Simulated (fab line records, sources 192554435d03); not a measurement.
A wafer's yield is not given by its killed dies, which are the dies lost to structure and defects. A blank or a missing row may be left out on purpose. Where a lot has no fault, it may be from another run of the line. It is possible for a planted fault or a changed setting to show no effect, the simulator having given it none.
Chamber matching ; flow n5Finfet ; 4 sister chambers for N5_MIM_TOP_ALD_00 on aldHk-03
The step deposits Al2O3, purge time 3 s, co reactant pulse time 3 s. 24 wafers are shown with their chamber, then 12 later ones without.

## WAFERS, EACH WITH ITS CHAMBER
wafer;chamber;precursorPulseHeightRel
L079.1;0;1.010
L079.4;2;0.973
L079.5;1;0.991
L078.1;3;0.991
L078.2;1;0.963
L078.4;0;1.006
L080.2;0;1.006
L080.4;2;0.968
L080.5;3;0.998
L085.3;1;1.015
L085.5;1;1.021
L085.6;2;0.983
L084.4;2;1.035
L084.5;2;0.994
L084.6;3;1.009
L090.3;0;0.990
L090.4;1;0.981
L090.5;0;1.020
L089.1;3;1.022
L089.2;0;1.006
L089.4;2;0.998
L095.1;1;1.030
L095.2;2;0.952
L095.3;3;1.018

SIGNATURES, as means of the wafers listed above
reading;chamber 0;chamber 1;chamber 2;chamber 3;scatter within a chamber
precursorPulseHeightRel;1.00633;1.00017;0.98614;1.00760;0.021
Rule: a wafer lies at a distance from a chamber equal to the root of the sum of squares, over the readings, of (its reading less the chamber's mean, divided by the reading's scatter). The wafer belongs to the nearest chamber; if the next one is less than 2 further off, it can't be placed. The scatter is the square root of a quotient: the sum, over the shown wafers, of each reading's squared deviation from its chamber's mean, divided by wafers minus chambers.

## WAFERS MISSING THEIR CHAMBER
wafer;precursorPulseHeightRel
L095.4;1.007
L095.5;1.000
L095.6;1.011
L093.1;1.050
L093.4;1.026
L093.6;0.974
L097.1;0.994
L097.2;1.010
L097.4;1.007
L096.1;1.004
L096.3;0.959
L096.6;1.042

## WHICH CHAMBER EACH WENT THROUGH
wafer;from the rows above;in truth
L095.4;can't be placed: 3 or 0 or 1 or 2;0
L095.5;can't be placed: 1 or 0 or 3 or 2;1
L095.6;can't be placed: 3 or 0 or 1 or 2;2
L093.1;can't be placed: 3 or 0 or 1 or 2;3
L093.4;can't be placed: 3 or 0 or 1 or 2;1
L093.6;can't be placed: 2 or 1 or 0 or 3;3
L097.1;can't be placed: 1 or 2 or 0 or 3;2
L097.2;can't be placed: 3 or 0 or 1 or 2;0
L097.4;can't be placed: 3 or 0 or 1 or 2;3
L096.1;can't be placed: 0 or 3 or 1 or 2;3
L096.3;can't be placed: 2 or 1 or 0 or 3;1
L096.6;can't be placed: 3 or 0 or 1 or 2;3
Correct placement for 0 of the 12. Can't be placed from these rows: 12 (the true chamber is among the candidates in 12). 0 placed wrongly.
